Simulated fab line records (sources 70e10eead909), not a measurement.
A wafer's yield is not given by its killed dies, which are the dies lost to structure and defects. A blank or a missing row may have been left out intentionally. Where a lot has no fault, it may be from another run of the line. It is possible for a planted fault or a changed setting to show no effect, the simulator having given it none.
Which tool was responsible? + flow nand harc + 6 lots, 18 wafers sampled, at 5 steps of a route of 1159

== WHAT EACH GAUGE READ, for each wafer ==
NHARC_END_SORT_01.
lot + measured + on + killed at array

== EACH LOT AND THE TOOL THAT RAN IT (in order: tool; ch and the chambers of the sampled wafers; start) ==
| lot  | NHARC_A_SGD_CUT_ETCH_59            | NHARC_A_BONDPAD_ETCH_12                       | NHARC_THIN_TSV_PVD_19                   | NHARC_THIN_TSV_ANNEAL_52         |
|------|------------------------------------|-----------------------------------------------|-----------------------------------------|----------------------------------|
| L875 | rie diel-13 ch 0,2,3, day 14 08:54 | rie diel-10 ch 2,3, day 18 22:10 or earlier   | pvd sputter-03, day 18 22:10 or earlier | rtp anneal-01 ch 0, day 18 22:10 |
| L874 | rie diel-12 ch 0,1, day 14 10:19   | rie diel-10 ch 1,2,3, day 19 07:22 or earlier | pvd sputter-03, day 19 07:22 or earlier | rtp anneal-02 ch 0, day 19 07:22 |
| L891 | rie diel-12 ch 0,1,3, day 17 17:56 | rie diel-03 ch 0,1,3, day 22 22:35 or earlier | pvd sputter-01, day 22 22:35 or earlier | rtp anneal-02 ch 0, day 22 22:35 |
| L892 | rie diel-02 ch 0,1,2, day 18 15:41 | rie diel-10 ch 1,2,3, day 23 09:44 or earlier | pvd sputter-02, day 23 09:44 or earlier | rtp anneal-01 ch 0, day 23 09:44 |
| L893 | rie diel-02 ch 1,2, day 18 20:34   | rie diel-10 ch 0,2, day 23 21:37 or earlier   | pvd sputter-01, day 23 21:37 or earlier | rtp anneal-02 ch 0, day 23 21:37 |
| L895 | rie diel-12 ch 0,2, day 19 11:34   | rie diel-10 ch 0,1,3, day 24 09:48 or earlier | pvd sputter-03, day 24 09:48 or earlier | rtp anneal-01 ch 0, day 24 09:48 |
- NHARC_A_SGD_CUT_ETCH_59: etches the open film in N2/H2, target depth 260 nm, time 406.25 s.
- NHARC_A_BONDPAD_ETCH_12: etches the open film in CHF3/O2, target depth 220 nm, time 110 s.
- NHARC_THIN_TSV_PVD_19: deposits TaN, target thk 20 nm.
- NHARC_THIN_TSV_ANNEAL_52: time 90 s.

== THE ANSWER, worked out from the rows above alone ==
Rule: usual is defined by the lots themselves. The widest of any qualifying gaps counts: lots, ordered by their means at a reading, are off when they make up no more than a third of the lots, leave a main group of 4 or more, and stand apart from it by 3 or more times the standard deviation of that group's means. A main group is skipped when, at the precision printed for the reading in the tables above, its means are all equal. A lot without any number at a reading at which 4 lots or more have one is off too. Where the step has rows for the other lots, those lots are counted as sound.
Across all readings shown, no lot is off: no conclusion can be drawn from this.

== WHAT THE SIMULATOR HAD PUT IN ==
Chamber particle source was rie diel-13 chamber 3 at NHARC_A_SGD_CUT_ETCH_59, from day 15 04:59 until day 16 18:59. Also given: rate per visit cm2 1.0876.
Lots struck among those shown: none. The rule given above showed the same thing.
